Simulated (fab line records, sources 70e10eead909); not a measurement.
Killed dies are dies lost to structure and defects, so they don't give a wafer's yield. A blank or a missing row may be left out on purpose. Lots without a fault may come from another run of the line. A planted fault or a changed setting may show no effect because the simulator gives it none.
Which tool did it? | flow nand_harc | 24 lots, 72 wafers sampled, at 5 steps of a route of 1159

WHAT THE GAUGES READ, wafer by wafer
NHARC_P_M0_INSPECT_11.
lot  | measured     | on                | raw_defect_count
L074 | day 6 05:38  | defect_inspect-01 | 2 2 5
L075 | day 6 06:07  | defect_inspect-01 | 3 4 3
L077 | day 6 09:20  | defect_inspect-02 | 2 5 2
L076 | day 6 11:12  | defect_inspect-02 | 9 7 6
L078 | day 6 16:18  | defect_inspect-02 | 3 4 3
L079 | day 7 00:43  | defect_inspect-02 | 1 3 3
L080 | day 7 12:48  | defect_inspect-01 | 3 6 7
L081 | day 7 18:30  | defect_inspect-01 | 2 5 1
L082 | day 7 18:39  | defect_inspect-02 | 2 3 2
L083 | day 8 02:08  | defect_inspect-01 | 3 2 4
L084 | day 8 03:07  | defect_inspect-02 | 4 2 4
L086 | day 8 22:41  | defect_inspect-01 | 3 2 4
L088 | day 8 23:06  | defect_inspect-01 | 2 10 3
L085 | day 9 00:02  | defect_inspect-02 | 4 4 3
L087 | day 9 07:17  | defect_inspect-01 | 5 1 3
L089 | day 9 20:14  | defect_inspect-01 | 5 9 12
L090 | day 9 23:36  | defect_inspect-02 | 2 3 8
L091 | day 10 03:52 | defect_inspect-02 | 4 3 2
L092 | day 10 06:29 | defect_inspect-02 | 2 4 3
L093 | day 10 09:41 | defect_inspect-02 | 4 7 2
L094 | day 10 18:56 | defect_inspect-02 | 4 4 5
L095 | day 10 20:52 | defect_inspect-01 | 4 2 3
L096 | day 11 04:44 | defect_inspect-02 | 1 2 2
L097 | day 11 13:41 | defect_inspect-01 | 5 4 4

NHARC_P_M0_INSPECT_27.
lot  | measured     | on                | raw_defect_count
L074 | day 6 08:21  | defect_inspect-02 | 415 188 246
L075 | day 6 08:40  | defect_inspect-02 | 358 361 201
L077 | day 6 11:53  | defect_inspect-01 | 756 449 587
L076 | day 6 13:47  | defect_inspect-01 | 460 449 663
L078 | day 6 18:50  | defect_inspect-01 | 429 397 274
L079 | day 7 03:16  | defect_inspect-02 | 425 220 296
L080 | day 7 15:22  | defect_inspect-02 | 236 475 390
L081 | day 7 21:03  | defect_inspect-02 | 229 179 217
L082 | day 7 21:18  | defect_inspect-02 | 367 265 330
L083 | day 8 04:41  | defect_inspect-02 | 287 344 242
L084 | day 8 05:40  | defect_inspect-02 | 214 319 439
L086 | day 9 01:15  | defect_inspect-01 | 155 202 155
L088 | day 9 01:42  | defect_inspect-02 | 324 368 282
L085 | day 9 02:35  | defect_inspect-01 | 282 250 234
L087 | day 9 09:51  | defect_inspect-01 | 186 235 276
L089 | day 9 22:47  | defect_inspect-01 | 340 326 419
L090 | day 10 02:20 | defect_inspect-01 | 275 135 262
L091 | day 10 06:28 | defect_inspect-01 | 145 186 189
L092 | day 10 09:04 | defect_inspect-02 | 376 299 327
L093 | day 10 12:14 | defect_inspect-02 | 208 302 376
L094 | day 10 21:28 | defect_inspect-01 | 511 333 283
L095 | day 10 23:25 | defect_inspect-02 | 215 215 268
L096 | day 11 07:16 | defect_inspect-02 | 204 234 162
L097 | day 11 16:13 | defect_inspect-02 | 349 296 177

NHARC_P_BONDPAD_THK_MEAS_33: measures by ellipsometry.
lot  | measured     | on            | thk_nm (nm)
L074 | day 6 17:53  | film_metro-01 | 198.4 198.0 199.4
L075 | day 6 18:35  | film_metro-01 | 199.3 200.2 201.9
L077 | day 6 21:21  | film_metro-02 | 200.2 201.8 201.7
L076 | day 6 23:15  | film_metro-02 | 202.6 200.7 200.2
L078 | day 7 08:56  | film_metro-02 | 199.6 200.3 199.3
L079 | day 7 12:47  | film_metro-02 | 202.6 200.1 201.1
L080 | day 8 01:18  | film_metro-01 | 197.7 197.3 199.4
L081 | day 8 07:17  | film_metro-02 | 199.2 202.9 200.1
L082 | day 8 07:21  | film_metro-01 | 199.5 199.6 198.8
L083 | day 8 14:19  | film_metro-02 | 199.1 200.2 197.9
L084 | day 8 15:50  | film_metro-01 | 199.2 202.3 200.0
L086 | day 9 11:27  | film_metro-02 | 197.5 199.0 197.6
L088 | day 9 12:10  | film_metro-01 | 199.9 197.1 199.0
L085 | day 9 12:56  | film_metro-01 | 198.5 198.9 199.6
L087 | day 9 19:34  | film_metro-01 | 197.1 199.5 199.3
L089 | day 10 08:46 | film_metro-01 | 199.0 202.2 200.7
L090 | day 10 11:42 | film_metro-01 | 199.8 200.4 199.3
L091 | day 10 15:53 | film_metro-01 | 199.6 200.3 199.2
L092 | day 10 18:53 | film_metro-02 | 196.6 196.8 198.4
L093 | day 10 21:59 | film_metro-02 | 200.5 199.2 199.7
L094 | day 11 07:17 | film_metro-02 | 200.4 202.0 200.5
L095 | day 11 09:16 | film_metro-01 | 198.8 198.5 199.8
L096 | day 11 16:59 | film_metro-02 | 200.2 201.0 201.2
L097 | day 12 02:07 | film_metro-01 | 199.1 199.7 198.2

WHICH TOOL RAN EACH LOT (tool, then ch and the chambers of the sampled wafers, then the start)
lot  | NHARC_P_M0_CMP_23             | NHARC_P_M1_DEP_33
L074 | cmp-04 ch 1,2, day 6 07:55    | pecvd-02 ch 0,2, day 6 12:44
L075 | cmp-02 ch 0,3, day 6 08:11    | pecvd-03 ch 0,1, day 6 13:23
L077 | cmp-03 ch 0,1,2, day 6 11:25  | pecvd-04 ch 0,1,2, day 6 16:02
L076 | cmp-02 ch 0,1,3, day 6 13:19  | pecvd-04 ch 0,1, day 6 18:11
L078 | cmp-03 ch 0,1,2, day 6 18:22  | pecvd-03 ch 0,1, day 7 03:46
L079 | cmp-04 ch 0,1,3, day 7 02:47  | pecvd-02 ch 1,2, day 7 07:32
L080 | cmp-02 ch 1,2,3, day 7 14:53  | pecvd-03 ch 0,1,2, day 7 20:14
L081 | cmp-03 ch 2,3, day 7 20:37    | pecvd-02 ch 1,2, day 8 01:47
L082 | cmp-03 ch 0,2,3, day 7 20:50  | pecvd-03 ch 0,1,2, day 8 01:46
L083 | cmp-04 ch 0,1,2, day 8 04:16  | pecvd-04 ch 0,1,2, day 8 09:11
L084 | cmp-03 ch 0,2,3, day 8 05:16  | pecvd-04 ch 0,1, day 8 10:12
L086 | cmp-02 ch 2,3, day 9 00:48    | pecvd-03 ch 0,1, day 9 05:53
L088 | cmp-03 ch 0,3, day 9 01:14    | pecvd-03 ch 0,1, day 9 06:26
L085 | cmp-03 ch 2,3, day 9 02:09    | pecvd-02 ch 0,1,2, day 9 07:42
L087 | cmp-04 ch 1,3, day 9 09:24    | pecvd-02 ch 0,1, day 9 14:25
L089 | cmp-03 ch 0,2, day 9 22:20    | pecvd-04 ch 0,1,2, day 10 03:25
L090 | cmp-04 ch 0,2,3, day 10 01:55 | pecvd-02 ch 0,1, day 10 06:33
L091 | cmp-04 ch 0,1, day 10 06:01   | pecvd-03 ch 0,1,2, day 10 10:46
L092 | cmp-02 ch 0,1, day 10 08:35   | pecvd-02 ch 0,1, day 10 13:29
L093 | cmp-03 ch 1,2, day 10 11:46   | pecvd-03 ch 1,2, day 10 16:36
L094 | cmp-03 ch 0,1,3, day 10 21:02 | pecvd-03 ch 0,1, day 11 01:47
L095 | cmp-03 ch 0,1, day 10 22:58   | pecvd-04 ch 0,1,2, day 11 03:36
L096 | cmp-03 ch 0,1,2, day 11 06:48 | pecvd-03 ch 0,1,2, day 11 11:33
L097 | cmp-02 ch 1,2,3, day 11 15:44 | pecvd-04 ch 0,2, day 11 20:56
- NHARC_P_M0_CMP_23: polishes, t overpolish 20 s, target thk 117.53 nm.
- NHARC_P_M1_DEP_33: deposits SiCN, target thk 30 nm.

WHAT THE TOOLS THEMSELVES READ (means of the sampled wafers that have a number; where no wafer has one, the mark that the record gives instead)
NHARC_P_M0_CMP_23.
lot  | tool   | motor_current_A (A) | retaining_ring_pressure_frac | time_to_endpoint_s (s)
L074 | cmp-04 | 11.3                | 1.004                        | 29.1
L075 | cmp-02 | 12.2                | 1.005                        | 28.1
L077 | cmp-03 | 11.7                | 1.001                        | 27.7
L076 | cmp-02 | 11.6                | 0.999                        | 31.1
L078 | cmp-03 | 11.5                | 1.002                        | 31.0
L079 | cmp-04 | 12.2                | 1.005                        | 28.8
L080 | cmp-02 | 12.9                | 0.999                        | 31.2
L081 | cmp-03 | 12.2                | 0.999                        | 28.2
L082 | cmp-03 | 12.2                | 1.001                        | 25.3
L083 | cmp-04 | 12.3                | 0.999                        | 28.4
L084 | cmp-03 | 11.4                | 1.003                        | 28.7
L086 | cmp-02 | 11.9                | 1.003                        | 29.0
L088 | cmp-03 | 11.4                | 1.000                        | 27.1
L085 | cmp-03 | 11.9                | 1.001                        | 27.8
L087 | cmp-04 | 12.4                | 1.001                        | 28.4
L089 | cmp-03 | 11.9                | 1.000                        | 28.0
L090 | cmp-04 | 12.0                | 0.999                        | 25.3
L091 | cmp-04 | 12.7                | 1.008                        | 24.5
L092 | cmp-02 | 10.8                | 0.999                        | 29.3
L093 | cmp-03 | 12.6                | 1.000                        | 28.4
L094 | cmp-03 | 11.6                | 1.000                        | 29.0
L095 | cmp-03 | 11.0                | 0.996                        | 28.2
L096 | cmp-03 | 12.0                | 1.000                        | 29.5
L097 | cmp-02 | 12.9                | 0.998                        | 32.1

NHARC_P_M1_DEP_33.
lot  | tool     | heater_power_w (W)
L074 | pecvd-02 | 512
L075 | pecvd-03 | 471
L077 | pecvd-04 | 548
L076 | pecvd-04 | 533
L078 | pecvd-03 | 530
L079 | pecvd-02 | 493
L080 | pecvd-03 | 542
L081 | pecvd-02 | 495
L082 | pecvd-03 | 523
L083 | pecvd-04 | 510
L084 | pecvd-04 | 488
L086 | pecvd-03 | 511
L088 | pecvd-03 | 531
L085 | pecvd-02 | 493
L087 | pecvd-02 | 452
L089 | pecvd-04 | 576
L090 | pecvd-02 | 486
L091 | pecvd-03 | 538
L092 | pecvd-02 | 499
L093 | pecvd-03 | 523
L094 | pecvd-03 | 542
L095 | pecvd-04 | 539
L096 | pecvd-03 | 568
L097 | pecvd-04 | 547

THE ANSWER, worked out from the rows above alone
Rule: what is usual is taken from the lots themselves. Put in order of their means at a reading, lots are off if they are a third of the lots or fewer, leave a main group of 4 or more, and stand apart from it by a gap of 3 or more times the standard deviation of the main group's means; of several such gaps the widest counts. A main group whose means are all the same, to the digits that the tables above print for the reading, isn't used. A lot without any number at a reading at which 4 lots or more have one is off too. The other lots that the step has rows for count as sound. The gauges are gone through in route order, then the tools' own readings, and for those a lot's mean is taken as printed above. The first step at which some lot is off is used, and at that step the reading that is off furthest; a lot without a number counts as furthest.
No lot is off at any reading shown: from this, nothing can be told.

WHAT THE SIMULATOR HAD PUT IN
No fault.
